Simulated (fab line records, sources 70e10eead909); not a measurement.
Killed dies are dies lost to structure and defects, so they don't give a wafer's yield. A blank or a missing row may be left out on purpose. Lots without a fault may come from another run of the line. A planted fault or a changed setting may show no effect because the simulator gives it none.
fab line records | flow nand_harc | part 2 of 2: steps 5 to 6 of 6
record lots=24 wafers=72 last_day=25
route steps=1159 shown A_SGD_CUT@777 A_SLIT@794 A_CONTACT@923
lots that met no fault: from a run of the same line without faults
start_h: hours from the record's first day to the start of the lot's first wafer shown | wait_h: hours since the lot's step before | " the same as in the row above | L1.1+2: a row that stands for several wafers | - no value, or no start given | * or withheld: withheld | < > ~ a bound
route shown NAME@n: a module of which the file shows steps, and the number in the route of the first | usual: mean/standard deviation of fault-free wafers | same: alike in all rows | chamber/n: place in a boat | sites: the reading at each site | _std_site: their standard deviation | _edge_site: outer sites' mean less inner sites' | radius_mm: how far each site lies from the wafer's centre | mask NAME#n: copy n | behind: the tool/chamber that last shaped the wafer | hold: why the lot was held/for how many hours/how that ended | device: the transistor (n, p or np) that didn't switch | end of line: the same wafers' tests at the end of the route | a step without rows: its recipe alone | killed: dies lost to structure and defects at the first sort, not the wafer's yield | map: a wafer's dies, x killed, . not, _ none there
set.NAME: the setting as run; set.NAME@STEP: as run at that earlier step | model.NAME: the simulator's own value behind a step, which no gauge read
steps of the route over a sample of lots; a table a step, a row a wafer
services: from which hour (start_h, from the record's first day; less than 0 if before it) a tool's chamber was out of use, for how many hours, and why
## steps
# step NHARC_A_CONTACT_CD_MEAS_08
# recipe target_cd_nm=100 landing_energy_ev=500
# usual cd_nm=100.2/0.49
# columns lot.wafer tool chamber start_h wait_h cd_nm
L075.2 cd_sem-01 0 383.53 - 100.4
L075.3 " 0 " " 99.6
L075.6 " 0 " " 100.3
L074.1 cd_sem-01 0 384.63 - 100.5
L074.3 " 0 " " 100.3
L074.6 " 0 " " 99.3
L076.1 cd_sem-01 0 386.05 - 100.9
L076.4 " 0 " " 101.3
L076.5 " 0 " " 100.6
L077.1 cd_sem-01 0 386.40 - 100.4
L077.5 " 0 " " 99.8
L077.6 " 0 " " 99.9
L079.1 cd_sem-01 0 401.87 - 100.5
L079.4 " 0 " " 100.5
L079.6 " 0 " " 99.8
L078.1 cd_sem-03 0 403.09 - 100.0
L078.4 " 0 " " 99.8
L078.6 " 0 " " 100.2
L081.1 cd_sem-01 0 428.52 - 99.7
L081.3 " 0 " " 100.6
L081.4 " 0 " " 100.4
L080.2 cd_sem-03 0 429.12 - 99.8
L080.4 " 0 " " 100.1
L080.6 " 0 " " 100.1
L085.3 cd_sem-01 0 443.59 - 101.3
L085.4 " 0 " " 100.6
L085.5 " 0 " " 100.5
L082.1 cd_sem-03 0 449.54 - 100.0
L082.2 " 0 " " 100.5
L082.4 " 0 " " 100.2
L084.3 cd_sem-01 0 450.51 - 100.5
L084.5 " 0 " " 100.1
L084.6 " 0 " " 99.8
L083.1 cd_sem-02 0 457.30 - 100.1
L083.3 " 0 " " 100.5
L083.6 " 0 " " 99.8
L087.1 cd_sem-02 0 460.60 - 100.2
L087.2 " 0 " " 100.3
L087.6 " 0 " " 100.1
L086.1 cd_sem-03 0 465.33 - 100.1
L086.4 " 0 " " 100.5
L086.6 " 0 " " 99.8
L089.1 cd_sem-02 0 468.25 - 100.1
L089.2 " 0 " " 100.3
L089.5 " 0 " " 100.4
L088.1 cd_sem-01 0 469.62 - 100.8
L088.3 " 0 " " 99.7
L088.5 " 0 " " 100.2
L090.1 cd_sem-01 0 478.47 - 99.1
L090.2 " 0 " " 99.8
L090.4 " 0 " " 98.8
L092.1 cd_sem-01 0 480.72 - 101.0
L092.5 " 0 " " 100.2
L092.6 " 0 " " 101.1
L091.1 cd_sem-01 0 482.47 - 100.6
L091.3 " 0 " " 100.2
L091.4 " 0 " " 100.4
L094.3 cd_sem-01 0 491.78 - 99.6
L094.4 " 0 " " 100.2
L094.6 " 0 " " 100.3
L093.1 cd_sem-02 0 496.90 - 99.8
L093.2 " 0 " " 100.7
L093.3 " 0 " " 100.9
L096.2 cd_sem-03 0 514.19 - 100.4
L096.4 " 0 " " 100.0
L096.5 " 0 " " 100.5
L095.1 cd_sem-03 0 515.86 - 100.1
L095.2 " 0 " " 100.6
L095.6 " 0 " " 99.9
L097.1 cd_sem-03 0 527.99 - 100.0
L097.3 " 0 " " 100.3
L097.6 " 0 " " 100.0
# step NHARC_A_CONTACT_ETCH_88
# recipe target_depth_a=390 over_etch_frac=0.3 time_s=65 ion_energy_ev=80 cf4_flow_sccm=150 ar_flow_sccm=0 rf_w=300 bias_w=100 chemistry=CF4
# usual drypump_motor_current_A=5.7/0.42 oes_product_au=1.000/0.0069 rf_vpp_V=151.5/1.3 showerhead_plenum_p_Torr=1.78/0.083 throttle_valve_pct=13.284/0.01
# columns lot.wafer tool chamber start_h wait_h drypump_motor_current_A oes_product_au rf_hours_counter_h rf_vpp_V showerhead_plenum_p_Torr throttle_valve_pct
L075.3 rie_diel-13 3 383.86 0.1 5.4 0.990 41 150.2 1.64 13.298
L075.2 " 0 " " 5.6 1.006 37 150.2 1.78 13.283
L075.6 " 3 " " 5.4 0.996 - 149.2 1.64 13.278
L074.3 rie_diel-13 3 384.91 0.1 5.4 0.986 42 148.4 1.64 13.279
L074.1 " 1 " " 5.3 1.000 40 151.8 1.67 13.277
L074.6 " 3 " " 5.4 0.992 - 150.1 1.64 13.283
L076.1 rie_diel-13 3 386.32 0.1 5.4 0.989 43 151.1 1.64 13.290
L076.4 " 1 " " 5.3 1.000 40 149.5 1.67 13.291
L076.5 " 3 " " 5.4 0.997 - 150.3 1.64 13.276
L077.1 rie_diel-04 1 386.69 0.1 5.5 0.997 18 151.8 1.88 13.294
L077.6 " 2 " " 5.8 0.996 - 151.5 1.74 13.284
L077.5 " 3 " " 5.1 1.009 - 149.0 1.68 13.304
L079.1 rie_diel-04 0 402.18 0.1 5.8 1.004 20 153.0 1.80 13.297
L079.4 " 1 " " 5.5 1.001 20 153.3 1.87 13.286
L079.6 " 0 " " 5.8 1.007 - 152.7 1.80 13.278
L078.1 rie_diel-04 1 403.36 0.1 5.5 1.002 21 153.2 1.87 13.279
L078.4 " 3 " " 5.1 0.992 21 149.1 1.68 13.279
L078.6 " 1 " " 5.4 0.998 - 153.1 1.87 13.304
L081.4 rie_diel-04 1 428.80 0.1 5.4 0.998 24 152.7 1.87 13.264
L081.3 " 2 " " 5.8 0.997 24 151.8 1.74 13.281
L081.1 " 3 " " 5.1 0.996 24 150.3 1.68 13.292
L080.4 rie_diel-04 3 429.61 0.3 5.1 0.997 24 149.6 1.68 13.298
L080.2 " 1 " " 5.4 0.989 25 153.0 1.87 13.299
L080.6 " 3 " " 5.1 0.998 - 149.4 1.68 13.281
L085.3 rie_diel-13 0 443.86 0.1 5.7 1.021 59 151.8 1.78 13.275
L085.4 " 3 " " 5.4 0.984 62 150.1 1.63 13.293
L085.5 " 1 " " 5.3 0.997 - 151.2 1.67 13.270
L082.2 rie_diel-06 3 449.99 0.2 6.3 0.999 8 152.0 1.91 13.296
L082.1 " 0 " " 5.9 0.997 9 151.5 1.79 13.284
L082.4 " 1 " " 6.6 0.998 - 152.2 1.83 13.290
L084.3 rie_diel-04 2 450.85 0.1 5.8 1.001 28 150.6 1.74 13.278
L084.6 " 0 " " 5.8 1.000 - 151.5 1.80 13.268
L084.5 " 1 " " 5.4 1.000 - 153.4 1.87 13.299
L083.3 rie_diel-04 3 457.67 0.1 5.1 1.005 30 149.8 1.68 13.299
L083.1 " 1 " " 5.5 1.003 29 152.5 1.87 13.293
L083.6 " 3 " " 5.1 1.006 - 150.5 1.68 13.284
L087.2 rie_diel-04 0 460.96 0.1 5.8 0.996 30 152.1 1.80 13.296
L087.1 " 2 " " 5.8 0.987 31 151.3 1.74 13.284
L087.6 " 0 " " 5.8 1.000 - 151.4 1.80 13.282
L086.1 rie_diel-04 1 465.60 0.1 5.5 1.000 32 152.3 1.87 13.287
L086.4 " 2 " " 5.8 0.990 33 151.3 1.74 13.288
L086.6 " 1 " " 5.5 1.010 - 151.7 1.87 13.278
L089.1 rie_diel-06 2 468.52 0.1 6.4 0.995 16 151.7 1.78 13.288
L089.2 " 1 " " 6.5 1.000 20 151.7 1.83 13.304
L089.5 " 3 " " 6.3 1.005 - 152.8 1.90 13.282
L088.1 rie_diel-06 2 469.89 0.1 6.4 0.998 17 151.4 1.78 13.276
L088.3 " 0 " " 5.9 1.014 20 152.7 1.79 13.275
L088.5 " 3 " " 6.3 0.995 - 152.1 1.90 13.293
L090.2 rie_diel-13 3 478.82 0.1 5.4 0.988 7 152.3 1.91 13.285
L090.4 " 1 " " 5.3 0.999 8 151.1 1.66 13.288
L090.1 " 2 " " 6.5 1.015 7 151.9 1.89 13.292
L092.1 rie_diel-04 3 481.03 0.1 5.1 0.991 1 149.5 1.68 13.280
L092.6 " 0 " " 5.8 1.004 - 150.6 1.80 13.271
L092.5 " 1 " " 5.4 1.000 - 152.5 1.87 13.281
L091.1 rie_diel-13 0 482.74 0.1 5.6 1.001 9 153.3 1.77 13.260
L091.4 " 2 " " 6.5 1.011 8 152.2 1.89 13.280
L091.3 " 3 " " 5.4 0.991 8 153.5 1.91 13.285
L094.3 rie_diel-04 2 492.05 0.1 5.9 0.992 3 150.7 1.74 13.277
L094.4 " 3 " " 5.1 0.996 3 150.1 1.68 13.285
L094.6 " 2 " " 5.8 0.993 - 149.6 1.74 13.285
L093.3 rie_diel-04 0 497.18 0.1 5.8 0.996 3 152.4 1.80 13.277
L093.2 " 1 " " 5.4 0.998 3 151.9 1.87 13.298
L093.1 " 2 " " 5.8 0.999 3 152.5 1.74 13.269
L096.4 rie_diel-13 3 514.46 0.1 5.4 1.007 21 153.1 1.90 13.293
L096.2 " 2 " " 6.5 1.001 22 153.8 1.88 13.277
L096.5 " 0 " " 5.7 0.995 - 151.2 1.77 13.301
L095.2 rie_diel-04 3 516.14 0.1 5.1 0.991 6 149.0 1.68 13.281
L095.1 " 1 " " 5.5 1.007 6 151.5 1.87 13.285
L095.6 " 3 " " 5.1 0.991 - 150.0 1.68 13.283
L097.1 rie_diel-13 3 528.33 0.1 5.4 1.003 27 153.0 1.90 13.288
L097.3 " 0 " " 5.6 0.996 27 150.2 1.77 13.281
L097.6 " 2 " " 6.5 0.999 - 153.4 1.88 13.281
## services
# columns tool chamber start_h hours kind
rie_diel-04 - 289.04 9.0 pm
rie_diel-08 - 301.80 9.0 pm
har_etch-01 - 305.00 17.0 pm
rie_diel-13 2 309.80 3.9 repair
rie_diel-10 - 315.21 0.6 repair
rie_diel-12 3 321.36 1.9 repair
rie_diel-10 3 323.78 4.7 repair
rie_diel-02 - 327.70 9.0 pm
acl_dep-02 - 350.55 13.0 pm
rie_diel-02 0 350.89 9.2 repair
rie_diel-10 - 353.79 9.0 pm
rie_diel-12 - 355.07 0.8 repair
rie_diel-12 0 369.27 5.6 repair
rie_diel-12 - 379.43 9.0 pm
rie_diel-04 3 397.47 2.3 repair
acl_dep-03 - 405.69 13.0 pm
rie_diel-02 2 414.96 5.8 repair
rie_diel-02 1 439.05 15.5 repair
rie_diel-13 2 445.58 10.8 repair
rie_diel-13 - 453.25 9.0 pm
rie_diel-04 - 466.30 9.0 pm
rie_diel-12 3 466.63 19.6 repair
rie_diel-02 - 488.77 12.6 repair
rie_diel-02 - 504.70 9.0 pm
